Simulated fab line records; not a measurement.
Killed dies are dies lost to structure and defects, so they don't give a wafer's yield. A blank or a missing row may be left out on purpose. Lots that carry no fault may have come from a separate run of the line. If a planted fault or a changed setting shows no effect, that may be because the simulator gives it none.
Matching of chambers | flow nandHarc | NHARC_A_CONTACT_DEP_29 on pecvd-01: 3 sister chambers
The step deposits SiON, target thk 100 nm. 3 wafers are shown with their chamber, then 7 later ones without.

WAFERS, EACH WITH ITS CHAMBER
wafer  | chamber | heaterPowerW (W)
L087.6 | 1       | 719
L089.1 | 0       | 837
L089.3 | 2       | 677

WAFERS MISSING THEIR CHAMBER
wafer  | heaterPowerW (W)
L089.6 | 737
L088.1 | 763
L088.2 | 730
L088.5 | 743
L095.3 | 982
L095.5 | 636
L095.6 | 700

WHICH CHAMBER EACH ONE RAN IN
wafer  | from the rows above          | in truth
L089.6 | can't be placed: 1 or 2 or 0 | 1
L088.1 | can't be placed: 1 or 0 or 2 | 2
L088.2 | can't be placed: 1 or 2 or 0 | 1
L088.5 | can't be placed: 1 or 2 or 0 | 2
L095.3 | can't be placed: 0 or 1      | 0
L095.5 | can't be placed: 2 or 1      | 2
L095.6 | can't be placed: 1 or 2 or 0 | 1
Correctly placed: 0 of 7. Can't be placed from these rows: 7 (the true chamber is among the candidates in 7). Wrongly placed: 0.
How it was worked out, from the rows above alone: a wafer's distance from a chamber is the root of the sum, over the readings, of the square of ((its reading less the chamber's mean) divided by the reading's scatter). The wafer belongs to the nearest chamber; if the next one is less than 2 further off, it can't be placed. The mean given for a chamber averages the wafers shown for that chamber. The scatter (one wafer shown for each chamber): square how far every hidden wafer sits from the nearest shown wafer, average those squares and take the square root.
